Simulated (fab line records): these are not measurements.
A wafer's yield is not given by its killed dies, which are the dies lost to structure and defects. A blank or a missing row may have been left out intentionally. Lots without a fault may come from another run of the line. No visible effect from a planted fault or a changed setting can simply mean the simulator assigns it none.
What tool caused it? ; flow n5 finfet ; 24 lots, 72 wafers sampled, at 6 steps of a route of 1938

WHAT EACH GAUGE READ, for each wafer
N5_PMOS_HMC_CHANNEL_EPI_INSPECT_30: inspects for defects (darkfield).
lot;measured;on;raw defect count
L074;day 1 19:49;defect inspect-02;12 19 11
L075;day 2 02:34;defect inspect-01;18 23 14
L076;day 2 08:56;defect inspect-02;21 30 22
L077;day 2 15:19;defect inspect-02;13 19 14
L078;day 2 19:59;defect inspect-01;10 12 13
L079;day 3 02:29;defect inspect-01;24 26 14
L080;day 3 08:44;defect inspect-01;16 13 21
L081;day 3 15:04;defect inspect-02;27 18 22
L082;day 3 20:50;defect inspect-02;15 23 13
L083;day 4 03:38;defect inspect-02;27 21 15
L084;day 4 08:32;defect inspect-02;32 21 23
L085;day 4 14:22;defect inspect-01;27 16 24
L086;day 4 20:44;defect inspect-01;18 12 8
L087;day 5 02:47;defect inspect-01;16 18 19
L088;day 5 09:18;defect inspect-02;19 26 37
L089;day 5 14:28;defect inspect-02;10 12 16
L090;day 5 20:32;defect inspect-01;18 35 29
L091;day 6 02:53;defect inspect-02;15 12 16
L092;day 6 08:25;defect inspect-01;15 16 14
L093;day 6 14:34;defect inspect-01;14 32 30
L094;day 6 20:30;defect inspect-02;17 23 20
L095;day 7 01:59;defect inspect-02;15 19 10
L096;day 7 09:33;defect inspect-02;21 18 17
L097;day 7 14:55;defect inspect-01;27 18 11

N5_FIN_SAQP_CD_MEAS_37: target cd 8 nm.
lot;measured;on;cd nm (nm)
L074;day 2 01:44;cd sem-03;8.10 7.87 8.06
L075;day 2 08:11;cd sem-03;8.18 7.70 8.15
L076;day 2 20:31;cd sem-01;7.96 7.69 7.60
L077;day 2 20:50;cd sem-02;7.98 8.49 8.34
L078;day 3 02:11;cd sem-03;8.29 8.12 8.50
L079;day 3 09:34;cd sem-02;7.55 7.94 8.08
L080;day 3 14:35;cd sem-02;8.27 8.43 8.19
L081;day 3 20:59;cd sem-03;7.72 8.29 8.22
L082;day 4 02:32;cd sem-03;7.91 7.80 7.90
L083;day 4 09:05;cd sem-01;8.65 7.89 7.77
L084;day 4 15:50;cd sem-03;7.91 8.31 8.18
L085;day 4 22:37;cd sem-03;8.24 8.02 8.56
L086;day 5 03:48;cd sem-01;8.14 8.48 7.98
L087;day 5 08:36;cd sem-01;7.83 8.22 7.75
L088;day 5 14:59;cd sem-03;7.58 8.33 8.35
L089;day 5 21:40;cd sem-02;7.87 8.27 7.94
L090;day 6 03:22;cd sem-01;8.81 8.20 8.53
L091;day 6 08:53;cd sem-02;8.43 7.66 7.87
L092;day 6 14:50;cd sem-03;8.59 8.08 8.07
L093;day 6 22:24;cd sem-03;8.37 8.19 7.85
L094;day 7 03:03;cd sem-02;8.03 8.06 7.73
L095;day 7 08:36;cd sem-03;7.92 7.99 7.99
L096;day 7 15:06;cd sem-02;7.82 7.67 7.98
L097;day 7 21:45;cd sem-03;8.23 8.54 7.70

TOOL THAT RAN EACH LOT (tool first, then ch and the chambers of the sampled wafers, then the start)
lot;N5_FIN_SAQP_PECVD_47;N5_FIN_SAQP_ETCH_65;N5_FIN_SAQP_RECESS_71;N5_FIN_SAQP_FIN_ETCH_36
L074;pecvd-04 ch 0,1,2, day 1 20:36;rie si-04 ch 0,2,3, day 1 23:53;vapor etch-01 ch 1, day 2 00:37;rie si-01 ch 0,1,2, day 2 01:37
L075;pecvd-03 ch 0,1,2, day 2 03:19;rie si-03 ch 2,3, day 2 06:20;vapor etch-02 ch 0,1, day 2 07:07;rie si-03 ch 2,3, day 2 08:04
L076;pecvd-03 ch 0,1, day 2 09:52;rie si-04 ch 0,1,2, day 2 18:31;vapor etch-01 ch 0,1, day 2 19:14;rie si-03 ch 1,2,3, day 2 20:24
L077;pecvd-04 ch 0,1,2, day 2 15:59;rie si-04 ch 0,1,2, day 2 18:55;vapor etch-01 ch 0,1, day 2 19:38;rie si-01 ch 0,1, day 2 20:43
L078;pecvd-01 ch 0,1,2, day 2 20:38;rie si-04 ch 1,2, day 2 23:57;vapor etch-01 ch 0,1, day 3 00:58;rie si-01 ch 0,1,2, day 3 02:04
L079;pecvd-04 ch 0,1,2, day 3 03:48;rie si-04 ch 0,2,3, day 3 07:33;vapor etch-01 ch 0,1, day 3 08:17;rie si-04 ch 0,2,3, day 3 09:26
L080;pecvd-03 ch 0,1, day 3 09:23;rie si-01 ch 0,1,3, day 3 12:41;vapor etch-01 ch 0,1, day 3 13:28;rie si-01 ch 1,2,3, day 3 14:28
L081;pecvd-01 ch 0,2, day 3 15:44;rie si-03 ch 0,1,2, day 3 19:06;vapor etch-02 ch 0,1, day 3 19:50;rie si-01 ch 1,2,3, day 3 20:52
L082;pecvd-04 ch 0,1, day 3 21:31;rie si-04 ch 0,2,3, day 4 00:38;vapor etch-02 ch 0,1, day 4 01:22;rie si-04 ch 0,3, day 4 02:25
L083;pecvd-01 ch 0,1, day 4 04:18;rie si-01 ch 0,2,3, day 4 07:13;vapor etch-01 ch 0,1, day 4 07:56;rie si-01 ch 0,1,3, day 4 08:58
L084;pecvd-04 ch 0,2, day 4 09:12;rie si-01 ch 0,2,3, day 4 13:47;vapor etch-01 ch 0, day 4 14:43;rie si-01 ch 2,3, day 4 15:43
L085;pecvd-01 ch 0,2, day 4 15:02;rie si-03 ch 1,2,3, day 4 18:07;vapor etch-01 ch 0,1, day 4 20:13;rie si-01 ch 2,3, day 4 22:29
L086;pecvd-01 ch 0,2, day 4 22:16;rie si-01 ch 1,2,3, day 5 01:54;vapor etch-01 ch 0,1, day 5 02:37;rie si-01 ch 0,1,2, day 5 03:41
L087;pecvd-04 ch 0,1,2, day 5 03:31;rie si-01 ch 1,2, day 5 06:45;vapor etch-02 ch 0,1, day 5 07:31;rie si-04 ch 0,2,3, day 5 08:28
L088;pecvd-03 ch 0,1,2, day 5 10:00;rie si-03 ch 0,1,2, day 5 13:04;vapor etch-02 ch 0,1, day 5 13:48;rie si-01 ch 0,1,2, day 5 14:52
L089;pecvd-04 ch 0,2, day 5 15:11;rie si-03 ch 1,2,3, day 5 18:46;vapor etch-02 ch 0,1, day 5 19:30;rie si-04 ch 1,2,3, day 5 21:33
L090;pecvd-03 ch 1,2, day 5 22:41;rie si-01 ch 0,2,3, day 6 01:31;vapor etch-02 ch 0,1, day 6 02:14;rie si-03 ch 0,2,3, day 6 03:14
L091;pecvd-03 ch 0,1, day 6 04:07;rie si-01 ch 1,2, day 6 07:03;vapor etch-02 ch 0,1, day 6 07:47;rie si-03 ch 1,2, day 6 08:47
L092;pecvd-04 ch 0,1, day 6 09:07;rie si-01 ch 1,3, day 6 12:25;vapor etch-02 ch 0,1, day 6 13:11;rie si-03 ch 1,2, day 6 14:43
L093;pecvd-01 ch 1,2, day 6 15:16;rie si-04 ch 1,2, day 6 20:04;vapor etch-02 ch 0,1, day 6 21:15;rie si-03 ch 0,1,2, day 6 22:17
L094;pecvd-01 ch 0,2, day 6 21:10;rie si-03 ch 0,1, day 7 00:37;vapor etch-02 ch 0,1, day 7 01:35;rie si-03 ch 0,1, day 7 02:56
L095;pecvd-03 ch 0,1,2, day 7 02:39;rie si-03 ch 0,1, day 7 05:48;vapor etch-01 ch 0,1, day 7 06:40;rie si-03 ch 0,3, day 7 08:29
L096;pecvd-01 ch 0,2, day 7 10:13;rie si-04 ch 2,3, day 7 13:15;vapor etch-01 ch 0,1, day 7 14:01;rie si-04 ch 2,3, day 7 14:59
L097;pecvd-01 ch 0,2, day 7 15:34;rie si-04 ch 0,2,3, day 7 19:46;vapor etch-02 ch 0, day 7 20:34;rie si-04 ch 1,2,3, day 7 21:38
- N5_FIN_SAQP_PECVD_47: deposits a-Si from SiH4/He, target thk 45 nm, time 36.3 s.
- N5_FIN_SAQP_ETCH_65: etches SiO2 in CF4, target depth 4 nm, time 4.4 s.
- N5_FIN_SAQP_RECESS_71: chemistry HF/NH3, target SiO2, target depth 3 nm, afs cycles 1, sublimation time 60 s.
- N5_FIN_SAQP_FIN_ETCH_36: etches the open film in HBr/Cl2/O2, target depth 120 nm, time 50.4 s.

AS READ BY THE TOOLS THEMSELVES (means over the sampled wafers that have a number; for cases with no such wafer, the mark the record gives instead)
N5_FIN_SAQP_PECVD_47.
lot;tool;heater power w (W);showerhead plenum p Torr (Torr);susceptor temp C (C);throttle valve pct (%)
L074;pecvd-04;921;5.64;400.08;18.0
L075;pecvd-03;791;5.70;399.89;17.9
L076;pecvd-03;750;5.72;400.13;18.2
L077;pecvd-04;912;5.64;399.81;18.0
L078;pecvd-01;926;5.71;399.93;18.9
L079;pecvd-04;935;5.64;400.03;18.0
L080;pecvd-03;774;5.72;400.06;18.3
L081;pecvd-01;850;5.72;399.86;18.6
L082;pecvd-04;850;5.67;399.94;19.2
L083;pecvd-01;1025;5.70;400.18;19.7
L084;pecvd-04;966;5.59;400.20;17.3
L085;pecvd-01;942;5.71;400.30;18.7
L086;pecvd-01;840;5.71;399.81;18.7
L087;pecvd-04;921;5.64;400.25;18.0
L088;pecvd-03;803;5.70;399.96;18.1
L089;pecvd-04;891;5.59;399.89;17.2
L090;pecvd-03;697;5.69;400.23;18.0
L091;pecvd-03;720;5.73;400.05;18.3
L092;pecvd-04;966;5.63;400.08;18.4
L093;pecvd-01;1005;5.67;399.84;18.4
L094;pecvd-01;953;5.71;400.33;18.6
L095;pecvd-03;781;5.72;399.92;18.2
L096;pecvd-01;934;5.68;399.93;18.0
L097;pecvd-01;915;5.68;399.88;18.2

N5_FIN_SAQP_ETCH_65.
lot;tool;drypump motor current A (A);oes product au (a.u.);throttle valve pct (%)
L074;rie si-04;5.8;1.020;21.8
L075;rie si-03;5.9;0.992;22.0
L076;rie si-04;5.6;1.038;21.6
L077;rie si-04;5.7;1.029;21.6
L078;rie si-04;6.1;1.033;21.5
L079;rie si-04;5.8;1.031;21.8
L080;rie si-01;5.3;0.984;21.9
L081;rie si-03;5.6;0.995;21.5
L082;rie si-04;5.7;1.032;21.8
L083;rie si-01;5.9;0.983;21.7
L084;rie si-01;5.9;0.987;21.7
L085;rie si-03;5.8;0.980;21.7
L086;rie si-01;5.5;0.981;21.7
L087;rie si-01;5.8;0.990;21.2
L088;rie si-03;5.6;1.002;21.5
L089;rie si-03;5.8;0.984;21.7
L090;rie si-01;5.9;0.992;21.7
L091;rie si-01;5.8;0.996;21.2
L092;rie si-01;5.3;0.977;22.1
L093;rie si-04;6.1;1.023;21.5
L094;rie si-03;5.5;1.012;21.3
L095;rie si-03;5.5;1.013;21.3
L096;rie si-04;5.9;1.020;21.9
L097;rie si-04;5.7;1.024;21.8

N5_FIN_SAQP_RECESS_71.
lot;tool;drypump motor current A (A)
L074;vapor etch-01;6.5
L075;vapor etch-02;5.4
L076;vapor etch-01;6.3
L077;vapor etch-01;6.2
L078;vapor etch-01;6.3
L079;vapor etch-01;6.3
L080;vapor etch-01;6.4
L081;vapor etch-02;5.4
L082;vapor etch-02;5.4
L083;vapor etch-01;6.3
L084;vapor etch-01;6.0
L085;vapor etch-01;6.3
L086;vapor etch-01;6.3
L087;vapor etch-02;5.1
L088;vapor etch-02;5.1
L089;vapor etch-02;5.5
L090;vapor etch-02;5.1
L091;vapor etch-02;5.1
L092;vapor etch-02;5.4
L093;vapor etch-02;5.4
L094;vapor etch-02;5.1
L095;vapor etch-01;6.2
L096;vapor etch-01;6.3
L097;vapor etch-02;5.7

N5_FIN_SAQP_FIN_ETCH_36.
lot;tool;drypump motor current A (A);oes product au (a.u.);throttle valve pct (%)
L074;rie si-01;5.6;0.997;35.7
L075;rie si-03;6.1;0.996;36.6
L076;rie si-03;5.8;0.992;36.2
L077;rie si-01;5.3;0.990;36.0
L078;rie si-01;5.5;0.988;35.7
L079;rie si-04;5.7;1.012;36.4
L080;rie si-01;5.5;0.990;36.0
L081;rie si-01;5.5;0.995;36.0
L082;rie si-04;5.5;1.017;36.6
L083;rie si-01;5.3;0.982;36.3
L084;rie si-01;6.1;1.004;35.6
L085;rie si-01;5.9;0.991;36.2
L086;rie si-01;5.6;0.995;35.7
L087;rie si-04;5.8;1.024;36.4
L088;rie si-01;5.5;1.000;35.7
L089;rie si-04;5.9;1.018;36.2
L090;rie si-03;5.8;1.008;36.2
L091;rie si-03;5.6;0.979;35.8
L092;rie si-03;5.6;0.991;35.8
L093;rie si-03;5.6;0.999;35.8
L094;rie si-03;5.5;1.003;35.5
L095;rie si-03;5.8;1.019;35.8
L096;rie si-04;6.2;1.019;36.3
L097;rie si-04;5.9;1.019;36.2

THE ANSWER, worked out from the rows above alone
Rule: usual is defined by the lots themselves. Put in order of their means at a reading, lots are off if they are a third of the lots or fewer, leave a main group of 4 or more, and stand apart from it by a gap of 3 or more times the standard deviation of the main group's means; of several such gaps the widest counts. Not used: any main group whose means are identical at the precision the tables above print for the reading. Also off: a lot with no number at a reading for which 4 or more lots have one. Where the step has rows for the other lots, those lots are counted as sound. The gauges are gone through in route order, then the tools' own readings, and for those a lot's mean is taken as printed above. The first step at which some lot is off is used, and at that step the reading that is off furthest; a lot without a number counts as furthest.
Across all readings shown, no lot is off: no conclusion can be drawn from this.

WHAT THE SIMULATOR HAD INSERTED
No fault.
